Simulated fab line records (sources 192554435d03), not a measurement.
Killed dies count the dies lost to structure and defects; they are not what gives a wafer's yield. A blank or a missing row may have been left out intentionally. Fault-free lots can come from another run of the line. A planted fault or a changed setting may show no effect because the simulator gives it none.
The tool behind it: which one? ; flow n5-finfet ; 63 wafers from 21 lots sampled at 2 of the route's 1938 steps

## WHAT THE GAUGES READ, wafer by wafer
N5_MOL_CONTACT_COAG_CD_MEAS_40: target cd 25.1 nm. Usual: cd-nm reads 25.13 nm (standard deviation 0.27).
lot;measured;on;cd-nm (nm);flag
L074;day 5 03:13;cd-sem-01;25.01 25.05 24.74;
L075;day 5 11:29;cd-sem-01;24.83 25.17 24.90;
L076;day 5 17:37;cd-sem-03;25.33 24.65 25.00;
L077;day 6 00:19;cd-sem-02;25.28 25.59 25.23;
L078;day 6 04:52;cd-sem-02;25.28 25.48 24.91;
L079;day 6 11:49;cd-sem-02;24.52 24.46 25.11;
L081;day 6 23:35;cd-sem-01;25.03 25.22 24.80;
L082;day 7 05:34;cd-sem-02;24.87 25.42 25.13;
L083;day 7 16:12;cd-sem-02;25.05 25.32 25.29;
L084;day 7 17:06;cd-sem-02;24.93 25.11 24.71;
L085;day 8 00:14;cd-sem-01;25.16 24.74 25.27;
L086;day 8 02:21;cd-sem-01;25.44 25.63 25.55;
L087;day 8 09:32;cd-sem-02;25.47 25.86 25.69;
L088;day 8 20:05;cd-sem-02;25.07 24.99 25.08;
L090;day 9 00:41;cd-sem-01;25.40 25.22 25.43;
L092;day 9 14:11;cd-sem-03;25.20 25.20 25.07;
L093;day 9 22:16;cd-sem-01;25.09 25.24 25.11;
L094;day 10 03:37;cd-sem-03;25.21 25.06 24.79;
L095;day 10 11:10;cd-sem-03;24.73 25.07 25.43;
L096;day 10 20:17;cd-sem-02;25.00 25.49 25.59;
L097;day 10 23:04;cd-sem-03;25.82 25.50 24.93;

## WHICH TOOL RAN EACH LOT (tool, then ch and the chambers of the sampled wafers, then the start)
lot;N5_MOL_CONTACT_COAG_VIA_ETCH_46
L074;rie-diel-02 ch 0,1,2, day 5 02:26
L075;rie-diel-06 ch 1,3, day 5 10:50
L076;rie-diel-06 ch 2,3, day 5 16:58
L077;rie-diel-05 ch 0,2, day 5 23:39
L078;rie-diel-05 ch 1,2, day 6 04:13
L079;rie-diel-05 ch 0,1, day 6 11:01
L081;rie-diel-06 ch 0,1,2, day 6 22:49
L082;rie-diel-05 ch 0,2,3, day 7 04:55
L083;rie-diel-02 ch 0,2,3, day 7 15:34
L084;rie-diel-05 ch 0,2,3, day 7 16:26
L085;rie-diel-05 ch 0,1,2, day 7 23:34
L086;rie-diel-02 ch 0,2, day 8 01:32
L087;rie-diel-06 ch 0,1, day 8 08:53
L088;rie-diel-05 ch 0,1,2, day 8 19:26
L090;rie-diel-06 ch 0,1,2, day 9 00:02
L092;rie-diel-06 ch 0,2,3, day 9 13:32
L093;rie-diel-05 ch 0,3, day 9 21:29
L094;rie-diel-06 ch 0,3, day 10 02:57
L095;rie-diel-02 ch 0,1,3, day 10 10:23
L096;rie-diel-06 ch 0,1,2, day 10 19:37
L097;rie-diel-06 ch 0,1,2, day 10 22:24
- N5_MOL_CONTACT_COAG_VIA_ETCH_46: etches SiO2 in C4F6/O2, target depth 46 nm, overetch 9.2 nm, time 40 s.

## AS READ BY THE TOOLS THEMSELVES (means over the sampled wafers that have a number; for cases with no such wafer, the mark the record gives instead)
N5_MOL_CONTACT_COAG_VIA_ETCH_46. Usual: C4F6_flow_sccm 10.00 sccm, standard deviation 0.034; drypump-motor-current-A 5.7 A, standard deviation 0.56; oes-product-au 0.72 a.u., standard deviation 0.082; rf-fwd-power-W 322.8 W, standard deviation 1.1; rf-vpp-V 1582 V, standard deviation 37; showerhead-plenum-p-Torr 2.86 Torr, standard deviation 0.1; throttle-valve-pct 40.8 %, standard deviation 0.52.
lot;tool;C4F6_flow_sccm (sccm);drypump-motor-current-A (A);oes-product-au (a.u.);rf-fwd-power-W (W);rf-vpp-V (V);showerhead-plenum-p-Torr (Torr);throttle-valve-pct (%);flag
L074;rie-diel-02;9.98;5.2;0.72;323.4;1593;2.90;40.4;
L075;rie-diel-06;10.00;5.6;0.63;323.3;1540;2.89;41.3;
L076;rie-diel-06;9.95;5.9;0.71;322.2;1596;2.86;40.5;
L077;rie-diel-05;10.01;6.2;0.80;322.9;1598;2.93;41.0;
L078;rie-diel-05;10.01;5.8;0.69;322.9;1555;2.89;41.2;
L079;rie-diel-05;10.01;5.5;0.69;324.0;1564;2.77;40.7;
L081;rie-diel-06;10.01;5.6;0.75;323.0;1589;2.89;41.1;
L082;rie-diel-05;10.00;5.9;0.79;322.1;1600;2.84;41.1;
L083;rie-diel-02;10.00;5.6;0.69;322.5;1566;2.87;40.4;
L084;rie-diel-05;10.02;5.9;0.79;322.0;1601;2.84;41.1;
L085;rie-diel-05;10.00;5.8;0.72;321.8;1573;2.86;41.0;
L086;rie-diel-02;10.01;5.0;0.72;322.7;1586;2.92;40.1;
L087;rie-diel-06;9.98;5.3;0.67;322.7;1553;2.87;41.4;
L088;rie-diel-05;10.02;5.8;0.72;323.3;1571;2.85;41.0;
L090;rie-diel-06;10.00;5.6;0.72;322.2;1588;2.89;41.1;
L092;rie-diel-06;9.98;5.6;0.79;323.2;1608;2.84;40.4;
L093;rie-diel-05;10.01;5.6;0.78;323.2;1602;2.75;41.1;
L094;rie-diel-06;10.02;5.4;0.81;322.4;1590;2.76;40.0;
L095;rie-diel-02;10.02;5.8;0.66;324.1;1572;2.83;40.7;
L096;rie-diel-06;10.00;5.6;0.79;323.2;1588;2.88;40.5;
L097;rie-diel-06;9.99;5.6;0.78;322.1;1587;2.88;40.5;

## THE ANSWER, worked out from the rows above alone
Rule: a lot is off if the mean of its wafers that have a number lies more than 3 standard deviations from the usual mean. Also off: a lot with no number at a reading for which 4 or more lots have one. All remaining lots with rows at the step are treated as sound. First the gauges in route order, then the tools' own readings, where a lot's mean is used as printed above. At the first step where some lot is off, the reading lying furthest off is the one used; lots without a number count as furthest.
Nothing can be told from this: no lot is off at any reading shown.

## WHAT HAD BEEN PUT IN BY THE SIMULATOR
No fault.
